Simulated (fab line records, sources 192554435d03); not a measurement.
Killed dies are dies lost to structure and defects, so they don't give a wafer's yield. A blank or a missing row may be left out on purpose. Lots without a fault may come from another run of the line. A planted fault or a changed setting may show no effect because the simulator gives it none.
fab line records | flow n5_finfet
record lots=7 wafers=21 last_day=19
route steps=1938 shown HKMG_FIN@423 BEOL_M4@1111 PASSIVATION@1936
lots that met no fault: from a run of the same line without faults
start_h: hours from the record's first day to the start of the lot's first wafer shown | wait_h: hours since the lot's step before | " the same as in the row above | L1.1+2: a row that stands for several wafers | - no value, or no start given | * or withheld: withheld | < > ~ a bound
route shown NAME@n: a module of which the file shows steps, and the number in the route of the first | usual: mean/standard deviation of fault-free wafers | same: alike in all rows | chamber/n: place in a boat | sites: the reading at each site | _std_site: their standard deviation | _edge_site: outer sites' mean less inner sites' | radius_mm: how far each site lies from the wafer's centre | mask NAME#n: copy n | behind: the tool/chamber that last shaped the wafer | hold: why the lot was held/for how many hours/how that ended | device: the transistor (n, p or np) that didn't switch | end of line: the same wafers' tests at the end of the route | a step without rows: its recipe alone | killed: dies lost to structure and defects at the first sort, not the wafer's yield | map: a wafer's dies, x killed, . not, _ none there
set.NAME: the setting as run; set.NAME@STEP: as run at that earlier step | model.NAME: the simulator's own value behind a step, which no gauge read
lots at some steps of the route; a table a step, a row a wafer
services: from which hour (start_h, from the record's first day; less than 0 if before it) a tool's chamber was out of use, for how many hours, and why
## steps
# step N5_HKMG_FIN_COAT_30
# recipe resist=SiARC temp_c=220 time_s=60 spin_rpm=1500 resist_thk_nm=35
# step N5_HKMG_FIN_COAT_06
# recipe resist=CAR-ArF spin_rpm=1500 resist_thk_nm=90
# step N5_HKMG_FIN_EBR_08
# recipe solvent=PGMEA ebr_width_mm=1.5
# step N5_HKMG_FIN_SOFTBAKE_07
# recipe temp_c=110 time_s=60 resist=CAR-ArF
# step N5_HKMG_FIN_EXPOSE_09
# recipe mask_id=NWFM na=1.35 source_shape=conventional sigma_outer=0.8 polarization=unpolarized dose_mj=39.25
# step N5_HKMG_FIN_PEB_10
# recipe peb_temp_c=withheld peb_time_s=60 resist=CAR-ArF
# step N5_HKMG_FIN_DEVELOP_11
# recipe develop_time_s=30 developer=TMAH resist=CAR-ArF dev_temp_c=23 rinse_liquid=diw dry=air_spin
# step N5_HKMG_FIN_CD_MEAS_12
# recipe target_cd_nm=92.8 landing_energy_ev=500 detector=se_inlens
# usual cd_nm=93.2/0.71
# columns lot.wafer tool chamber start_h wait_h cd_nm
L228.1 cd_sem-01 0 75.46 - 93.2
L228.5 " 0 " " 92.7
L228.6 " 0 " " 93.5
L232.2 cd_sem-03 0 99.78 - 92.4
L232.4 " 0 " " 92.1
L232.6 " 0 " " 92.1
L233.1 cd_sem-02 0 106.92 - 92.9
L233.2 " 0 " " 93.3
L233.5 " 0 " " 91.9
L235.1 cd_sem-01 0 121.66 - 93.0
L235.4 " 0 " " 92.5
L235.6 " 0 " " 93.2
L242.1 cd_sem-02 0 160.10 - 92.1
L242.2 " 0 " " 92.0
L242.4 " 0 " " 92.2
L247.1 cd_sem-01 0 189.03 - 93.7
L247.2 " 0 " " 94.9
L247.4 " 0 " " 93.6
L250.3 cd_sem-01 0 206.33 - 92.9
L250.5 " 0 " " 92.3
L250.6 " 0 " " 92.3
# step N5_HKMG_FIN_OVL_MEAS_13
# recipe points_per_wafer=44
# usual NWFM_OVL=-0.2/0.65
# columns lot.wafer tool chamber start_h wait_h NWFM_OVL[nm]
L228.1 overlay-01 0 75.49 0.0 -0.2
L228.5 " 0 " " -0.2
L228.6 " 0 " " -0.5
L232.2 overlay-01 0 99.81 0.0 -0.4
L232.4 " 0 " " -0.6
L232.6 " 0 " " 0.6
L233.1 overlay-01 0 106.95 0.0 0.4
L233.2 " 0 " " 0.3
L233.5 " 0 " " 1.8
L235.1 overlay-01 0 121.69 0.0 0.2
L235.4 " 0 " " 0.0
L235.6 " 0 " " -0.5
L242.1 overlay-02 0 160.13 0.0 -0.2
L242.2 " 0 " " -0.7
L242.4 " 0 " " -0.5
L247.1 overlay-02 0 189.06 0.0 -0.2
L247.2 " 0 " " -1.0
L247.4 " 0 " " -0.6
L250.3 overlay-01 0 206.36 0.0 0.0
L250.5 " 0 " " 0.4
L250.6 " 0 " " -0.2
# step N5_HKMG_FIN_INSPECT_14
# recipe mode=adi inspect_instrument=macro
# usual raw_defect_count=2.2/1.5
# columns lot.wafer tool chamber start_h wait_h raw_defect_count
L228.1 defect_inspect-01 - 75.52 0.0 2
L228.5 " - " " 2
L228.6 " - " " 3
L232.2 defect_inspect-01 - 99.84 0.0 2
L232.4 " - " " 3
L232.6 " - " " 1
L233.1 defect_inspect-01 - 106.97 0.0 5
L233.2 " - " " 2
L233.5 " - " " 9
L235.1 defect_inspect-01 - 121.71 0.0 2
L235.4 " - " " 4
L235.6 " - " " 0
L242.1 defect_inspect-02 - 160.15 0.0 1
L242.2 " - " " 0
L242.4 " - " " 4
L247.1 defect_inspect-01 - 189.08 0.0 2
L247.2 " - " " 2
L247.4 " - " " 4
L250.3 defect_inspect-01 - 206.38 0.0 3
L250.5 " - " " 3
L250.6 " - " " 4
# step N5_HKMG_FIN_DESCUM_17
# recipe chemistry=O2 time_s=7.9 source_power_w=50 bias_power_w=20 pressure_mtorr=20 rf_frequency_hz=2.712e+07 temp_c=40 resist=CAR-ArF o2_flow_sccm=225
# usual drypump_motor_current_A=5.8/0.51 oes_product_au=0.74/0.064 rf_vpp_V=243.2/1.6 showerhead_plenum_p_Torr=2.10/0.087 throttle_valve_pct=20.44/0.27
# columns lot.wafer tool chamber start_h wait_h drypump_motor_current_A oes_product_au rf_hours_counter_h rf_vpp_V showerhead_plenum_p_Torr throttle_valve_pct
L228.1 rie_diel-03 3 75.55 0.0 6.2 0.70 191 240.1 1.99 20.31
L228.5 " 0 " " 4.9 0.70 - 244.0 2.07 20.34
L228.6 " 3 " " 6.1 0.71 - 241.3 1.99 20.33
L232.2 rie_diel-03 2 99.95 0.1 5.6 0.75 147 241.5 2.00 20.29
L232.4 " 3 " " 6.1 0.70 - 242.7 1.99 20.34
L232.6 " 2 " " 5.6 0.76 - 242.3 2.00 20.31
L233.1 rie_diel-03 2 107.01 0.0 5.6 0.75 150 241.9 2.00 20.28
L233.2 " 3 " " 6.1 0.69 206 241.0 1.99 20.33
L233.5 " 1 " " 5.9 0.79 - 245.0 2.21 20.92
L235.1 rie_diel-03 3 121.75 0.0 6.1 0.70 212 239.9 1.99 20.35
L235.4 " 2 " " 5.6 0.75 156 240.9 2.00 20.31
L235.6 " 1 " " 5.9 0.80 - 244.3 2.20 20.93
L242.1 rie_diel-06 1 160.41 0.3 5.2 0.70 190 246.9 2.19 20.53
L242.2 " 2 " " 6.2 0.68 213 243.7 2.18 20.59
L242.4 " 0 " " 5.9 0.75 181 244.3 2.15 20.42
L247.1 rie_diel-03 2 189.12 0.0 5.6 0.72 179 240.7 1.99 20.36
L247.2 " 0 " " 4.9 0.99 0 242.2 2.06 20.07
L247.4 " 1 " " 5.9 0.77 160 244.2 2.20 20.97
L250.3 rie_diel-02 0 206.42 0.0 6.1 0.92 23 245.0 2.24 19.88
L250.5 " 0 " " 6.1 0.91 - 245.6 2.24 19.89
L250.6 " 3 " " 6.4 0.71 - 242.5 2.00 20.15
# step N5_HKMG_FIN_ETCH_31
# recipe chemistry=CF4 target=SiARC target_depth_a=455 mask_material=CAR-ArF time_s=75.8 ion_energy_ev=80 pressure_mtorr=40 source_w=545 bias_w=36 Ar_flow_sccm=100 cf4_flow_sccm=100 ends=cleared
# usual cf4_flow_sccm=100.0/0.32 drypump_motor_current_A=5.8/0.5 etch_rf_on_time_s=75.5/1.7 oes_product_au=0.63/0.058 rf_vpp_V=184.2/1.2 showerhead_plenum_p_Torr=2.14/0.082 throttle_valve_pct=15.66/0.22
# columns lot.wafer tool chamber start_h wait_h cf4_flow_sccm drypump_motor_current_A etch_rf_on_time_s oes_product_au rf_hours_counter_h rf_vpp_V showerhead_plenum_p_Torr throttle_valve_pct
L228.1 rie_diel-03 3 75.59 0.0 99.9 6.1 76.7 0.60 191 182.2 2.03 15.48
L228.5 " 0 " " 100.4 4.9 76.0 0.60 - 182.8 2.13 15.67
L228.6 " 3 " " 99.9 6.1 77.5 0.60 - 181.5 2.03 15.51
L232.2 rie_diel-03 2 99.99 0.0 100.0 5.6 75.5 0.65 147 183.7 2.06 15.58
L232.4 " 3 " " 99.6 6.1 76.2 0.60 - 180.8 2.03 15.52
L232.6 " 2 " " 100.1 5.6 75.2 0.65 - 183.6 2.06 15.57
L233.1 rie_diel-03 2 107.04 0.0 100.7 5.6 76.1 0.64 150 182.6 2.06 15.55
L233.2 " 3 " " 100.9 6.1 76.1 0.60 206 182.5 2.03 15.53
L233.5 " 1 " " 100.1 5.9 73.0 0.70 - 184.1 2.24 15.98
L235.1 rie_diel-03 3 121.78 0.0 100.4 6.1 77.2 0.59 212 184.0 2.03 15.53
L235.4 " 2 " " 99.8 5.6 76.2 0.63 157 183.2 2.06 15.58
L235.6 " 1 " " 99.9 5.9 73.0 0.70 - 185.6 2.23 15.98
L242.1 rie_diel-06 1 160.45 0.0 100.1 5.2 73.7 0.61 190 185.0 2.22 15.69
L242.2 " 2 " " 100.2 6.1 77.8 0.59 213 185.0 2.19 15.64
L242.4 " 0 " " 100.7 5.9 76.5 0.63 181 185.6 2.21 15.74
L247.1 rie_diel-03 2 189.15 0.0 99.7 5.6 76.7 0.62 179 182.5 2.05 15.61
L247.2 " 0 " " 99.4 4.9 72.2 0.87 0 183.6 2.12 15.24
L247.4 " 1 " " 99.7 6.0 72.8 0.67 160 185.2 2.22 16.02
L250.3 rie_diel-02 0 206.45 0.0 100.0 6.1 73.0 0.80 23 186.5 2.27 14.98
L250.5 " 0 " " 99.9 6.1 73.4 0.80 - 186.1 2.27 14.97
L250.6 " 3 " " 100.4 6.3 74.9 0.61 - 184.0 2.04 15.40
# step N5_HKMG_FIN_ETCH_32
# recipe chemistry=N2/H2 target=SOC target_depth_a=2400 temp_c=40 time_s=300 ion_energy_ev=200 mask_material=SiARC pressure_mtorr=30 source_w=840 bias_w=150 n2_flow_sccm=200 h2_flow_sccm=200
# usual drypump_motor_current_A=5.8/0.51 oes_product_au=0.74/0.069 rf_vpp_V=523.9/2.8 showerhead_plenum_p_Torr=2.54/0.1 throttle_valve_pct=17.88/0.29
# columns lot.wafer tool chamber start_h wait_h drypump_motor_current_A oes_product_au rf_hours_counter_h rf_vpp_V showerhead_plenum_p_Torr throttle_valve_pct model.etch.depth_nm model.HKMG_FIN.feature_depth_nm model.SiARC_of_HKMG_FIN_COAT_30.thk_nm
L228.1 rie_diel-03 3 75.64 0.0 6.1 0.70 191 518.7 2.42 17.66 236.4 236.4 21.2
L228.5 " 0 " " 4.9 0.69 - 522.1 2.52 17.74 237.5 237.4 21.4
L228.6 " 3 " " 6.1 0.70 - 521.1 2.42 17.68 233.6 233.6 21.6
L232.2 rie_diel-03 2 100.05 0.0 5.6 0.68 147 521.5 2.43 17.75 201.6 201.6 23.8
L232.4 " 3 " " 6.1 0.63 - 520.5 2.41 17.66 201.4 201.4 23.4
L232.6 " 2 " " 5.6 0.74 - 520.7 2.44 17.76 234.7 234.8 21.8
L233.1 rie_diel-03 2 107.10 0.0 5.6 0.74 150 520.7 2.43 17.77 233.6 233.6 22
L233.2 " 3 " " 6.1 0.62 206 520.8 2.41 17.68 199.7 199.8 23.4
L233.5 " 1 " " 5.9 0.81 - 527.6 2.66 18.37 248 248 20.8
L235.1 rie_diel-03 3 121.84 0.0 6.1 0.69 212 520.2 2.41 17.71 240.4 240.4 21
L235.4 " 2 " " 5.6 0.67 157 522.3 2.43 17.76 201.3 201.4 23.6
L235.6 " 1 " " 5.9 0.83 - 526.9 2.66 18.39 253.7 253.8 20.4
L242.1 rie_diel-06 1 160.51 0.0 5.2 0.71 190 525.4 2.63 17.75 247.1 247 21.2
L242.2 " 2 " " 6.2 0.68 214 524.8 2.63 18.05 235.7 235.8 21.4
L242.4 " 0 " " 5.9 0.74 181 526.6 2.64 18.02 239.5 239.6 21
L247.1 rie_diel-03 2 189.21 0.0 5.6 0.72 179 520.1 2.42 17.81 233.1 233 22
L247.2 " 0 " " 4.9 1.00 0 524.3 2.50 17.42 251.4 251.4 20.6
L247.4 " 1 " " 6.0 0.79 160 527.1 2.65 18.42 249.9 249.8 20.8
L250.3 rie_diel-02 0 206.51 0.0 6.1 0.94 23 528.6 2.71 17.18 250.5 250.4 20.4
L250.5 " 0 " " 6.1 0.94 - 527.8 2.71 17.16 247.1 247.2 20.6
L250.6 " 3 " " 6.3 0.72 - 519.9 2.43 17.65 240.7 240.6 21.2
# step N5_HKMG_FIN_STRIP_33
# recipe chemistry=N2/H2 temp_c=40 n2_flow_sccm=200 h2_flow_sccm=200 rf_frequency_hz=6e+07
# step N5_BEOL_M4_RC_MEAS_101
# usual DIBL_N=36.3/1.6 DIBL_P=36.4/2.1 IOFF_N=0.16/0.032 IOFF_P=0.22/0.044 ION_N=675/12 ION_P=463/8.3 SS_N=71.6/0.64 SS_P=73.3/0.67 VT_N=250/3.3 VT_P=-250/3.7
# columns lot.wafer tool chamber start_h wait_h DIBL_N[mV/V] DIBL_P[mV/V] IOFF_N[nA/um] IOFF_P[nA/um] ION_N[uA/um] ION_P[uA/um] SS_N[mV/dec] SS_P[mV/dec] VT_N[mV] VT_P[mV]
L232.2 prober-01 0 219.13 0.2 37.4 38.4 0.19 0.25 684 468 71.2 73.8 245 -248
L232.4 " 0 " " 37.6 38.7 0.18 0.24 682 468 72.0 73.3 249 -250
L232.6 " 0 " " 35.2 35.4 0.15 0.20 660 463 70.3 72.8 250 -250
L228.1 prober-01 0 221.23 0.0 38.5 39.6 0.22 0.27 675 463 72.4 73.7 247 -250
L228.5 " 0 " " 35.5 35.8 0.16 0.21 669 457 71.7 72.8 247 -248
L228.6 " 0 " " 35.7 35.4 0.14 0.19 666 463 71.6 73.0 251 -249
L233.1 prober-02 0 232.19 0.0 36.9 35.8 0.16 0.20 686 462 71.2 72.5 248 -251
L233.2 " 0 " " 37.4 36.2 0.18 0.22 687 459 71.3 72.7 246 -248
L233.5 " 0 " " 39.1 38.6 0.21 0.25 685 463 72.0 73.3 247 -247
L235.1 prober-01 0 252.31 0.0 35.3 37.2 0.15 0.23 675 466 72.0 73.5 252 -248
L235.4 " 0 " " 38.3 40.3 0.20 0.29 687 474 72.6 74.3 250 -244
L235.6 " 0 " " 37.8 39.4 0.19 0.27 676 463 72.0 74.6 248 -247
L242.1 prober-02 0 300.26 0.0 35.5 35.0 0.14 0.19 671 459 71.4 72.9 250 -247
L242.2 " 0 " " 38.9 39.4 0.20 0.25 672 458 72.8 73.9 248 -247
L242.4 " 0 " " 37.8 37.6 0.18 0.23 685 468 72.6 73.3 249 -248
L247.1 prober-02 0 317.05 0.0 37.7 37.0 0.15 0.18 685 463 71.4 73.3 250 -256
L247.2 " 0 " " 36.0 35.4 0.13 0.17 678 459 71.3 72.8 251 -254
L247.4 " 0 " " 34.7 33.3 0.10 0.13 648 443 71.1 72.2 258 -259
L250.3 prober-02 0 354.79 0.3 38.2 40.3 0.19 0.23 686 464 72.5 74.5 246 -249
L250.5 " 0 " " 33.0 33.1 0.10 0.13 661 447 71.4 71.3 259 -259
L250.6 " 0 " " 36.2 37.2 0.14 0.18 674 456 71.7 73.7 252 -254
# step N5_PASSIVATION_PROBE_49
# usual defect_limited_yield=91.4/1.2 killed_at_M0_to_M3=35/11 killed_at_M4_up=14/6 killed_at_contacts=12/6.7 killed_at_front_end=37/9.7 killed_at_other=3.5/2.5 killed_dies=102/15 killed_open=67/12 killed_short=33/7.3 sort_bin_5_function=5.1/0.81 sort_bin_6_memory=3.2/0.65 sort_n_pass=1078/15 sort_yield_pct=91.4/1.2
# same gross_dies=1180 killed_at_back_side=0 sort_bin_4_leakage[%]=0 sort_bin_8_speed[%]=0
# columns lot.wafer tool chamber start_h wait_h defect_limited_yield[%] killed_at_M0_to_M3 killed_at_M4_up killed_at_contacts killed_at_front_end killed_at_other killed_dies killed_open killed_short sort_bin_5_function[%] sort_bin_6_memory[%] sort_n_pass sort_yield_pct[%]
L242.4 prober-02 - 408.52 0.2 91.5 50 5 16 25 4 100 62 37 4.7 3.6 1080 91.5
# killed by level:class
L242.4 BEOL_M0_SAQP:geometric_particle:short=15 BEOL_M2:geometric_particle:open=11 FIN_SAQP:geometric_particle:open=10 MOL_CONTACT_COAG:geometric_particle:open=10 BEOL_M1:geometric_particle:open=9 MOL_CONTACT_COAG:geometric_particle:short=6 BEOL_M0_SAQP:geometric_particle:open=5 BEOL_M3:geometric_particle:open=4
## services
# columns tool chamber start_h hours kind
rie_diel-02 - 56.46 2.8 pm
rie_diel-03 2 77.09 4.3 repair
rie_diel-06 - 79.36 2.8 pm
rie_diel-02 0 115.19 - clean
rie_diel-02 0 115.19 - consumable_replace:focus_ring
rie_diel-02 0 115.19 - consumable_replace:showerhead
rie_diel-02 0 115.19 21.1 scheduled_down
rie_diel-02 0 115.19 21.1 vent_cycle
rie_diel-06 0 119.41 1.3 repair
rie_diel-03 2 127.70 2.8 repair
rie_diel-03 0 163.82 - clean
rie_diel-03 0 163.82 - consumable_replace:focus_ring
rie_diel-03 0 163.82 23.9 scheduled_down
rie_diel-03 0 163.82 23.9 vent_cycle
rie_diel-02 2 187.41 4.7 repair
rie_diel-06 2 204.99 5.7 repair
## key
first_sign none at tools or gauges
model_effect step=N5_HKMG_FIN_ETCH_32 value=etch.depth_nm without=234.7 struck=201
met_at N5_HKMG_FIN_ETCH_32
struck_wafers L232.2,L232.4,L233.2,L235.4
onset_between 75.64 100.05
fault kind=process_parameter_drift tool=rie_diel-03 chamber=- onset_h=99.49 steps=N5_HKMG_FIN_ETCH_32 channel=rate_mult offset=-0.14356 shape=step end_h=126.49 scope=struck_wafers_only
